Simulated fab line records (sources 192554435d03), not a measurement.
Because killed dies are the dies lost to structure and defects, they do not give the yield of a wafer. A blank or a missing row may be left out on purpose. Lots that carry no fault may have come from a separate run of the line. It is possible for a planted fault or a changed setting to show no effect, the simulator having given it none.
A lot that was struck, set against a sound lot -- flow n5_finfet -- 19 steps out of a route of 1938
Sound: wafers L722.4, L722.5, L722.6. Struck: wafer L726.3 (L726.4, L726.6, from the same lot, were not struck and are left out); the cause is given at the end.
Per side, at each step with rows, come the tool, then ch with its chambers, and then its first start. Under that, the readings that differ: sound wafers -- struck wafers -- difference of the means -- sigmas: that difference in standard deviations of wafers without a fault.
alike: readings with means less than 2 such deviations apart, plus words and numbers identical on both sides. not compared: withheld readings, readings lacking a value on some wafer, bounds such as >300 that could conceal the same value, and numbers that have no deviation in the record and whose values overlap.
A row with sigmas, a row that says differs or no value, or rows on one side alone: a step with any of these is where the two part. When numbers do not overlap yet have no deviation, they are printed without sigmas and do not part them. Lack of a reading on every wafer of one side parts them only where that side has two or more wafers.

N5_BEOL_M14_CMP_49: polishes, stops on SiO2, t overpolish 5.2 s, target thk 560 nm.
  sound on cmp-04 ch 0,2,3, day 13 00:26; struck on cmp-01 ch 3, day 14 19:07
reading,sound,struck,difference,sigmas
barrier_field_endpoint_s (s),11.12 11.04 11.22,11.93,+0.80,+3
slurry_flow_ml_min,149.7 150.6 150.1,149.0,-1.1,-2
time_to_endpoint_s (s),120 119 124,134,+13,+3
  alike: motor_current_A, overpolish_run_s, platen_rpm
N5_BEOL_M14_THK_MEAS_50: measures by xrf.
  sound on film_metro-01 at day 13 00:39; struck on film_metro-01 at day 14 19:25
  alike: M14_THK
then, 1 step without rows for these wafers: N5_BEOL_M14_PRE_CLEAN_52 (time 15 s).
N5_BEOL_M14_DEP_53: deposits SiCN from 3MS/NH3, target thk 50 nm, time 17.8 s.
  sound on pecvd-01 ch 0,1,2, day 13 00:44; struck on pecvd-04 ch 0, day 14 19:29
  alike: showerhead_plenum_p_Torr, throttle_valve_pct
N5_BEOL_M14_RS_MEAS_54: uses a four-point probe to measure.
  sound on film_metro-02 at day 13 00:47; struck on film_metro-01 at day 14 19:32
  alike: M14_RS
N5_BEOL_M14_INSPECT_55: inspects for defects (darkfield).
  sound on defect_inspect-02 at day 13 00:48; struck on defect_inspect-02 at day 14 19:34
  alike: raw_defect_count
N5_BEOL_M15_ILD_DEP_00: deposits SiO2 from TEOS/O2, target thk 1629.3 nm, time 346.1 s.
  sound on pecvd-03 ch 0,1,2, day 13 00:57; struck on pecvd-03 ch 2, day 14 19:43
  alike: heater_power_w, showerhead_plenum_p_Torr, throttle_valve_pct
N5_BEOL_M15_THK_MEAS_01:
  sound on film_metro-02 at day 13 01:05; struck on film_metro-01 at day 14 19:58
reading,sound,struck,difference,sigmas
M15_ILD_THK (nm),1642 1656 1640,1579,-67,-3
then, 4 steps without rows for these wafers: N5_BEOL_M15_COAT_58 (time 60 s, resist thk 89 nm); N5_BEOL_M15_COAT_04 (resist thk 800 nm); N5_BEOL_M15_EBR_06; N5_BEOL_M15_SOFTBAKE_05 (time 60 s).
N5_BEOL_M15_EXPOSE_07: exposes mask V14.
  sound on krf_scanner-01 ch 0, day 13 01:14; struck on krf_scanner-02 ch 0, day 14 20:07
  alike: mask
then, 3 steps without rows for these wafers: N5_BEOL_M15_PEB_08 (peb time 90 s); N5_BEOL_M15_DEVELOP_09 (develop time 45 s); N5_BEOL_M15_HARDBAKE_14 (time 120 s).
N5_BEOL_M15_CD_MEAS_10: the cd target is 360 nm.
  sound on cd_sem-03 ch 0, day 13 01:24; struck on cd_sem-01 ch 0, day 14 20:16
reading,sound,struck,difference,sigmas
cd_nm (nm),362.6 360.7 359.7,391.5,+30.5,+20
N5_BEOL_M15_OVL_MEAS_11:
  sound on overlay-02 ch 0, day 13 01:25; struck on overlay-01 ch 0, day 14 20:18
  alike: V14_OVL
N5_PASSIVATION_PROBE_49:
  record: rows for the struck wafers here (prober-01, day 15 18:47), none for the sound ones

## WHERE THEY PART
First at N5_BEOL_M14_CMP_49; last, within this record, at N5_PASSIVATION_PROBE_49.

WHY: what had been put in by the simulator
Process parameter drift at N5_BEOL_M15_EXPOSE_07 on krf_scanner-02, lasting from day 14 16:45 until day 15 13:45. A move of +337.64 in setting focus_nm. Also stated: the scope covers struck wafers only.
